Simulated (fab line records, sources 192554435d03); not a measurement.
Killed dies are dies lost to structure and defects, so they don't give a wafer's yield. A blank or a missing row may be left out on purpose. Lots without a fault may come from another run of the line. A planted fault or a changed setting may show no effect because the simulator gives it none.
fab line records | flow n5_finfet
record lots=5 wafers=15 last_day=17
route steps=1938 shown GATE_CUT@491 BEOL_M4@1111 PASSIVATION@1936
lots that met no fault: from a run of the same line without faults
start_h: hours from the record's first day to the start of the lot's first wafer shown | wait_h: hours since the lot's step before | " the same as in the row above | L1.1+2: a row that stands for several wafers | - no value, or no start given | * or withheld: withheld | < > ~ a bound
route shown NAME@n: a module of which the file shows steps, and the number in the route of the first | usual: mean/standard deviation of fault-free wafers | same: alike in all rows | chamber/n: place in a boat | sites: the reading at each site | _std_site: their standard deviation | _edge_site: outer sites' mean less inner sites' | radius_mm: how far each site lies from the wafer's centre | mask NAME#n: copy n | behind: the tool/chamber that last shaped the wafer | hold: why the lot was held/for how many hours/how that ended | device: the transistor (n, p or np) that didn't switch | end of line: the same wafers' tests at the end of the route | a step without rows: its recipe alone | killed: dies lost to structure and defects at the first sort, not the wafer's yield | map: a wafer's dies, x killed, . not, _ none there
set.NAME: the setting as run; set.NAME@STEP: as run at that earlier step | model.NAME: the simulator's own value behind a step, which no gauge read
lots at some steps of the route; a table a step, a row a wafer
services: from which hour (start_h, from the record's first day; less than 0 if before it) a tool's chamber was out of use, for how many hours, and why
## steps
# step N5_GATE_CUT_ETCH_28
# recipe chemistry=N2/H2 target=underlayer target_depth_a=130 mask_material=CAR-EUV time_s=10.4 ion_energy_ev=200 pressure_mtorr=30 source_w=840 bias_w=150 n2_flow_sccm=200 h2_flow_sccm=200 ends=cleared
# step N5_GATE_CUT_ETCH_36
# recipe chemistry=CF4 target=SiARC target_depth_a=130 mask_material=CAR-EUV time_s=21.7 ion_energy_ev=80 pressure_mtorr=40 source_w=545 bias_w=36 Ar_flow_sccm=100 cf4_flow_sccm=100 ends=cleared
# step N5_GATE_CUT_ETCH_37
# recipe chemistry=N2/H2 target=SOC target_depth_a=600 overetch_a=120 mask_material=SiARC temp_c=40 time_s=90 ion_energy_ev=200 pressure_mtorr=30 source_w=840 bias_w=150 n2_flow_sccm=200 h2_flow_sccm=200
# step N5_GATE_CUT_STRIP_38
# recipe chemistry=N2/H2 temp_c=40 n2_flow_sccm=200 h2_flow_sccm=200 rf_frequency_hz=6e+07
# step N5_GATE_CUT_STRIP_39
# recipe chemistry=N2/H2 temp_c=40 n2_flow_sccm=200 h2_flow_sccm=200 rf_frequency_hz=6e+07
# step N5_GATE_CUT_HM_OPEN_40
# recipe chemistry=C4F6/O2 target=SiO2 mask_material=SiARC target_depth_a=1390 time_s=85.1 ion_energy_ev=250 pressure_mtorr=30 source_w=345 bias_w=185 Ar_flow_sccm=300 C4F6_flow_sccm=10 O2_flow_sccm=10 ends=cleared
# step N5_GATE_CUT_STRIP_41
# recipe chemistry=CF4 resist=SiARC power_w=300 bias_power_w=75 pressure_mtorr=50 cf4_flow_sccm=150 rf_frequency_hz=6e+07
# step N5_GATE_CUT_STRIP_42
# recipe chemistry=O2 power_w=400 temp_c=40 pressure_mtorr=30 rf_frequency_hz=6e+07 bias_power_w=0 overash_fraction=0.3 o2_flow_sccm=225
# step N5_GATE_CUT_ETCH_19
# recipe chemistry=CH3F/O2 target=SiNx mask_material=SiO2 target_depth_a=537 time_s=76.7 pressure_mtorr=30 source_w=395 bias_w=73 Ar_flow_sccm=150 CH3F_flow_sccm=30 O2_flow_sccm=20 ion_energy_ev=120 ends=cleared
# step N5_GATE_CUT_CUT_ETCH_53
# recipe chemistry=SF6/Cl2 target=W mask_material=SiO2 target_depth_a=792 pressure_mtorr=8 icp_w=900 bias_w=80 SF6_flow_sccm=40 Cl2_flow_sccm=60 ends=cleared
# step N5_GATE_CUT_CUT_ETCH_54
# recipe chemistry=Cl2/BCl3 target=TiN mask_material=SiO2 target_depth_a=967 pressure_mtorr=10 icp_w=1000 bias_w=126 Cl2_flow_sccm=53.25 bcl3_flow_sccm=21.75 Ar_flow_sccm=25 ends=cleared
# step N5_GATE_CUT_CUT_ETCH_55
# recipe chemistry=BCl3 target=HfO2 mask_material=SiO2 target_depth_a=32 ion_energy_ev=30 pressure_mtorr=5 icp_w=450 bias_w=18 bcl3_flow_sccm=80
# step N5_GATE_CUT_ETCH_47
# recipe chemistry=Cl2/BCl3 target=SiO2 target_depth_a=100 pressure_mtorr=10 icp_w=1000 bias_w=126 Cl2_flow_sccm=53.25 bcl3_flow_sccm=21.75 Ar_flow_sccm=25
# usual bcl3_flow_sccm=21.74/0.063 bias_w=126.0/0.39 drypump_motor_current_A=5.6/0.57 oes_product_au=0.84/0.067 throttle_valve_pct=22.63/0.19
# columns lot.wafer tool chamber start_h wait_h bcl3_flow_sccm bias_w drypump_motor_current_A oes_product_au rf_hours_counter_h throttle_valve_pct model.SiO2_of_GATE_CUT_HM_DEP_46.thk_nm
L826.1 rie_metal-02 0 96.94 0.0 21.64 125.6 6.1 0.78 35 22.49 105.6
L826.2 " 1 " " 21.71 125.4 5.2 0.95 1 22.76 105.6
L826.6 " 0 " " 21.66 125.9 6.0 0.78 - 22.47 106
L832.1 rie_metal-01 0 129.29 0.0 - - - - - - 114.8
L832.3 " 1 " " - - - - - - 114.8
L832.6 " 0 " " - - - - - - 118
L831.3 rie_metal-02 1 130.76 0.0 - - - - - - 115
L831.5 " 1 " " - - - - - - 118.2
L831.6 " 0 " " - - - - - - 115.8
L833.1 rie_metal-02 1 138.02 0.0 - - - - - - 116
L833.2 " 0 " " - - - - - - 116.8
L833.3 " 1 " " - - - - - - 114.4
L846.1 rie_metal-03 1 211.39 0.0 21.81 125.7 6.2 0.82 27 22.63 103.6
L846.5 " 1 " " 21.78 126.3 6.2 0.80 - 22.61 104.2
L846.6 " 0 " " 21.81 126.9 4.7 0.90 - 22.50 106.6
# step N5_GATE_CUT_VAPOR_ETCH_48
# recipe chemistry=BCl3/Cl2 target=TiN mode=isotropic
# step N5_GATE_CUT_VAPOR_ETCH_49
# recipe chemistry=BCl3/Cl2 target=TiAlC mode=isotropic
# step N5_GATE_CUT_VAPOR_ETCH_51
# recipe chemistry=BCl3/Cl2 target=HfO2 mode=isotropic
# step N5_GATE_CUT_STRIP_21
# recipe chemistry=N2/H2 time_s=30 power_w=1000 temp_c=250 pressure_mtorr=withheld n2_flow_sccm=1750 h2_flow_sccm=3250
# step N5_GATE_CUT_STRIP_29
# recipe chemistry=post_etch_residue_remover time_s=60 temp_c=25 remover_ph=withheld remover_water_wt_pct=withheld remover_fluoride_wt_pct=withheld
# step N5_GATE_CUT_SRD_52
# recipe dry=ipa_marangoni time_s=30 temp_c=23 rinse_liquid=diw
# step N5_GATE_CUT_ALD_22
# recipe material=SiNx target_thk_a=160 temp_c=400 ald_precursor_family=SiH2I2 ald_co_reactant=N2/H2-plasma pulse_time_s=1 ald_cycles=320 purge_time_s=2 co_reactant_purge_time_s=2 pressure_torr=2
# step N5_GATE_CUT_CMP_23
# recipe stop_on=SiO2 t_overpolish_s=23.4 post_cmp_clean=alkaline_brush down_force_psi=2.5 platen_rpm=51.8 pad_velocity_m_s=1.0307 target_thk_nm=16
# step N5_GATE_CUT_THK_MEAS_24
# recipe reads=SiO2_of_GATE_CUT_HM_DEP_46+SiO2_flowable_of_ILD0_FCVD_FILL_01
# usual GC_FILL_THK=218.8/1.9
# columns lot.wafer tool chamber start_h wait_h GC_FILL_THK[nm]
L826.1 film_metro-01 - 100.27 - 217.0
L826.2 " - " " 218.7
L826.6 " - " " 217.9
L832.1 film_metro-02 - 131.37 - 227.5
L832.3 " - " " 226.1
L832.6 " - " " 231.1
L831.3 film_metro-01 - 133.19 - 225.9
L831.5 " - " " 231.1
L831.6 " - " " 227.5
L833.1 film_metro-01 - 140.27 - 228.7
L833.2 " - " " 228.9
L833.3 " - " " 227.6
L846.1 film_metro-01 - 213.46 - 216.1
L846.5 " - " " 217.8
L846.6 " - " " 219.6
# step N5_GATE_CUT_CMP_43
# recipe material=SiO2 post_cmp_clean=rinse_only
# usual motor_current_A=11.7/1.1 retaining_ring_pressure_frac=1.000/0.0048
# columns lot.wafer tool chamber start_h wait_h motor_current_A retaining_ring_pressure_frac model.SiO2_of_GATE_CUT_HM_DEP_46.thk_nm
L826.2 cmp-02 2 100.38 0.1 10.7 1.001 5
L826.1 " 3 " " 11.3 1.001 5
L826.6 " 1 " " 11.1 1.012 5
L832.3 cmp-01 0 131.40 0.0 11.0 1.001 5.4
L832.1 " 2 " " 13.9 0.997 5.4
L832.6 " 0 " " 11.4 1.001 5.6
L831.3 cmp-04 3 133.78 0.6 11.6 0.993 5.4
L831.5 " 0 " " 13.5 1.004 5.6
L831.6 " 1 " " 10.9 1.003 5.4
L833.1 cmp-01 0 140.30 0.0 10.6 0.999 5.4
L833.3 " 1 " " 12.2 0.999 5.4
L833.2 " 3 " " 12.4 0.999 5.4
L846.1 cmp-02 3 213.57 0.1 10.2 0.996 4.8
L846.6 " 2 " " 10.8 0.997 5
L846.5 " 3 " " 10.9 0.999 4.8
# step N5_GATE_CUT_CMP_61
# recipe stop_on=SiNx t_overpolish_s=3 post_cmp_clean=alkaline_brush down_force_psi=4 platen_rpm=27.09 pad_velocity_m_s=0.539
# step N5_BEOL_M4_RC_MEAS_101
# usual DIBL_N=35.8/1.8 DIBL_P=35.9/2.2 IOFF_N=0.16/0.035 IOFF_P=0.21/0.04 ION_N=672/11 ION_P=461/7.4 SS_N=71.4/0.64 SS_P=73.2/0.67 VT_N=250/3.5 VT_P=-251/3.4
# columns lot.wafer tool chamber start_h wait_h DIBL_N[mV/V] DIBL_P[mV/V] IOFF_N[nA/um] IOFF_P[nA/um] ION_N[uA/um] ION_P[uA/um] SS_N[mV/dec] SS_P[mV/dec] VT_N[mV] VT_P[mV]
L826.1 prober-01 0 183.10 0.0 34.2 35.4 0.17 0.23 678 466 71.7 73.4 246 -246
L826.2 " 0 " " 36.1 37.3 0.19 0.24 678 467 72.5 73.3 247 -248
L826.6 " 0 " " 35.5 36.5 0.19 0.24 685 472 71.4 72.6 246 -247
L832.1 prober-01 0 209.06 0.0 39.2 39.8 0.21 0.28 683 471 72.4 74.1 247 -248
L832.3 " 0 " " 35.0 34.5 0.13 0.18 677 461 71.0 72.1 253 -249
L832.6 " 0 " " 35.9 35.9 0.14 0.21 664 465 72.0 72.6 251 -253
L833.1 prober-02 0 213.59 0.0 34.0 34.4 0.12 0.18 655 458 70.8 72.5 252 -252
L833.2 " 0 " " 38.7 39.8 0.22 0.25 696 468 71.7 74.9 243 -252
L833.3 " 0 " " 36.7 37.7 0.16 0.23 674 463 71.6 74.4 250 -251
L831.3 prober-01 0 217.14 0.3 34.8 36.6 0.13 0.18 655 452 70.9 73.0 254 -256
L831.5 " 0 " " 32.6 33.9 0.10 0.14 654 451 70.8 71.8 254 -256
L831.6 " 0 " " 35.3 36.1 0.14 0.17 665 454 71.4 72.6 252 -253
L846.1 prober-01 0 287.79 0.0 30.4 29.3 0.08 0.11 638 447 69.6 72.1 261 -257
L846.5 " 0 " " 33.8 33.5 0.11 0.15 665 456 71.1 73.0 253 -256
L846.6 " 0 " " 38.0 38.3 0.19 0.23 689 467 71.5 74.1 247 -249
# step N5_PASSIVATION_PROBE_49
# usual defect_limited_yield=91.0/1.5 killed_at_M0_to_M3=34/9.1 killed_at_M4_up=14/5.7 killed_at_contacts=13/5.7 killed_at_front_end=42/12 killed_at_other=4/3.4 killed_dies=106/17 killed_open=70/13 killed_short=34/7.5 sort_bin_5_function=5.2/0.94 sort_bin_6_memory=3.4/0.69 sort_bin_8_speed=0.00/0.029 sort_n_pass=1074/17 sort_yield_pct=91.0/1.5
# same gross_dies=1180 killed_at_back_side=0 sort_bin_4_leakage[%]=0
# columns lot.wafer tool chamber start_h wait_h defect_limited_yield[%] killed_at_M0_to_M3 killed_at_M4_up killed_at_contacts killed_at_front_end killed_at_other killed_dies killed_open killed_short sort_bin_5_function[%] sort_bin_6_memory[%] sort_bin_8_speed[%] sort_n_pass sort_yield_pct[%]
L826.1 prober-02 - 289.56 0.0 92.8 39 16 5 25 0 85 60 23 3.8 3.1 0 1095 92.8
L826.2 prober-02 - 289.61 0.1 91.9 37 21 9 26 3 96 68 25 4.4 3.5 0 1084 91.9
L826.6 prober-02 - 289.81 0.3 89.8 43 27 10 40 0 120 88 29 6.0 3.7 0 1060 89.8
L831.3 prober-01 - 322.99 0.1 91.6 25 14 15 41 4 99 65 33 4.8 3.2 0 1081 91.6
L831.6 prober-01 - 323.14 0.3 91.0 33 11 12 46 4 106 62 41 4.8 4.0 0 1074 91.0
# killed by level:class
L826.1 BEOL_M1:geometric_particle:open=10 STI_FIN_REVEAL:geometric_particle:open=9 BEOL_M0_SAQP:geometric_particle:short=8 BEOL_M0_SAQP:geometric_particle:open=7 BEOL_M4:geometric_particle:open=7 FIN_SAQP:geometric_particle:open=6 BEOL_M2:geometric_particle:open=6 FIN_SAQP:geometric_particle:short=3
L826.2 BEOL_M4:geometric_particle:open=14 STI_FIN_REVEAL:geometric_particle:open=9 BEOL_M0_SAQP:geometric_particle:open=9 BEOL_M1:geometric_particle:open=9 MOL_CONTACT_COAG:geometric_particle:open=8 BEOL_M0_SAQP:geometric_particle:short=6 BEOL_M2:geometric_particle:open=4 STARTING-WAFER:geometric_particle:open=4
L826.6 BEOL_M4:geometric_particle:open=22 STI_FIN_REVEAL:geometric_particle:open=18 BEOL_M1:geometric_particle:open=10 BEOL_M0_SAQP:geometric_particle:short=8 BEOL_M0_SAQP:geometric_particle:open=8 BEOL_M2:geometric_particle:open=7 MOL_CONTACT_COAG:geometric_particle:open=7 FIN_SAQP:geometric_particle:open=4
L831.3 MOL_CONTACT_COAG:geometric_particle:open=12 BEOL_M2:geometric_particle:open=11 STI_FIN_REVEAL:geometric_particle:open=9 BEOL_M4:geometric_particle:open=8 GATE_CUT:geometric_particle:short=7 BEOL_M1:geometric_particle:open=6 FIN_SAQP:geometric_particle:open=5 GATE_CUT:geometric_particle:open=5
L831.6 BEOL_M2:geometric_particle:open=12 STI_FIN_REVEAL:geometric_particle:open=9 MOL_CONTACT_COAG:geometric_particle:open=9 GATE_CUT:geometric_particle:short=8 FIN_SAQP:geometric_particle:open=7 BEOL_M4:geometric_particle:open=6 BEOL_M1:geometric_particle:short=6 STARTING-WAFER:geometric_particle:short=6
## services
# columns tool chamber start_h hours kind
rie_metal-02 - 77.89 10.0 pm
cmp-04 - 97.16 2.1 repair
cmp-01 - 99.22 3.3 repair
rie_metal-02 - 104.00 1.4 pm
cmp-02 - 104.95 47.1 repair
cmp-04 - 122.84 4.0 pm
cmp-04 - 126.84 - consumable_replace:conditioner
cmp-04 - 126.84 - consumable_replace:pad
cmp-04 - 155.45 0.7 repair
cmp-01 - 173.70 4.0 pm
cmp-01 - 177.70 - consumable_replace:conditioner
cmp-01 - 177.70 - consumable_replace:pad
cmp-04 - 181.53 0.9 repair
cmp-02 - 185.54 19.4 pm
cmp-01 - 190.44 1.3 repair
cmp-04 - 197.17 5.3 pm
rie_metal-02 1 207.66 7.3 repair
## key
first_sign step=N5_GATE_CUT_ETCH_47 reading=tool_record direction=missing
effect step=N5_GATE_CUT_THK_MEAS_24 reading=GC_FILL_THK direction=up sigmas=5 usual=218.8 struck=228.3
model_effect step=N5_GATE_CUT_ETCH_47 value=SiO2_of_GATE_CUT_HM_DEP_46.thk_nm without=106 struck=116
model_effect step=N5_GATE_CUT_CMP_43 value=SiO2_of_GATE_CUT_HM_DEP_46.thk_nm without=4.978 struck=5.444
met_at N5_GATE_CUT_ETCH_47
struck_wafers L831.3,L831.5,L831.6,L832.1,L832.3,L832.6,L833.1,L833.2,L833.3
onset_between 96.94 129.29
fault kind=skipped_step_whole tool=rie_metal-01,rie_metal-02 chamber=- onset_h=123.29 steps=N5_GATE_CUT_ETCH_47 scope=struck_lots_only
